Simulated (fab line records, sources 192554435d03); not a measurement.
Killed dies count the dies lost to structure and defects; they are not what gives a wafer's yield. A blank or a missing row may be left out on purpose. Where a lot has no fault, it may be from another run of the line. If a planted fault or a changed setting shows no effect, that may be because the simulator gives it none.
Chamber matching / flow n5 finfet / 4 sister chambers for N5_GATE_CUT_SAC_CAP_01 on ald sin-03
The step material SiNx, target thk 24 nm, pulse time 1 s, ald cycles 480. 14 wafers are shown with their chamber, then 7 later ones without.

WAFERS WITH THEIR CHAMBER
wafer=L076.1; chamber=0; heater power w (W)=1002; precursor pulse height rel=1.008
wafer=L076.3; chamber=2; heater power w (W)=835; precursor pulse height rel=1.002
wafer=L076.6; chamber=1; heater power w (W)=875; precursor pulse height rel=1.012
wafer=L077.2; chamber=2; heater power w (W)=839; precursor pulse height rel=1.009
wafer=L077.4; chamber=0; heater power w (W)=1044; precursor pulse height rel=0.995
wafer=L077.6; chamber=0; heater power w (W)=1012; precursor pulse height rel=0.959
wafer=L083.1; chamber=1; heater power w (W)=929; precursor pulse height rel=0.995
wafer=L083.5; chamber=3; heater power w (W)=725; precursor pulse height rel=0.976
wafer=L083.6; chamber=2; heater power w (W)=843; precursor pulse height rel=0.971
wafer=L086.1; chamber=1; heater power w (W)=882; precursor pulse height rel=1.004
wafer=L086.3; chamber=2; heater power w (W)=842; precursor pulse height rel=0.982
wafer=L086.6; chamber=3; heater power w (W)=716; precursor pulse height rel=1.018
wafer=L087.2; chamber=1; heater power w (W)=908; precursor pulse height rel=1.005
wafer=L087.5; chamber=2; heater power w (W)=849; precursor pulse height rel=1.014

SIGNATURES (averages over the wafers above)
reading=heater power w; chamber 0=1019.33; chamber 1=898.50; chamber 2=841.60; chamber 3=720.50; scatter within a chamber=17.2
reading=precursor pulse height rel; chamber 0=0.98733; chamber 1=1.00400; chamber 2=0.99560; chamber 3=0.99700; scatter within a chamber=0.0191
Rule: a wafer lies at a distance from a chamber equal to the root of the sum of squares, over the readings, of (its reading less the chamber's mean, divided by the reading's scatter). If the next closest chamber is less than 2 further off than the closest, the wafer can't be placed; otherwise it belongs to the closest. The scatter: the root of (the sum of the squares of (reading less its chamber's mean) over the shown wafers, divided by (wafers less chambers)).

WAFERS WHOSE CHAMBER IS MISSING
wafer=L087.6; heater power w (W)=719; precursor pulse height rel=1.005
wafer=L089.1; heater power w (W)=838; precursor pulse height rel=1.004
wafer=L089.4; heater power w (W)=724; precursor pulse height rel=0.978
wafer=L089.6; heater power w (W)=1039; precursor pulse height rel=1.028
wafer=L095.2; heater power w (W)=865; precursor pulse height rel=1.033
wafer=L095.5; heater power w (W)=1040; precursor pulse height rel=1.007
wafer=L095.6; heater power w (W)=852; precursor pulse height rel=0.999

WHICH CHAMBER EACH ONE RAN IN
wafer=L087.6; from the rows above=3; in truth=3
wafer=L089.1; from the rows above=2; in truth=2
wafer=L089.4; from the rows above=3; in truth=3
wafer=L089.6; from the rows above=0; in truth=0
wafer=L095.2; from the rows above=can't be placed: 2 or 1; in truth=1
wafer=L095.5; from the rows above=0; in truth=0
wafer=L095.6; from the rows above=2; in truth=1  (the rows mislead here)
Correct placement for 5 of the 7. Cannot be placed on the basis of these rows: 1; the candidates contain the true chamber in 1. 1 placed wrongly.
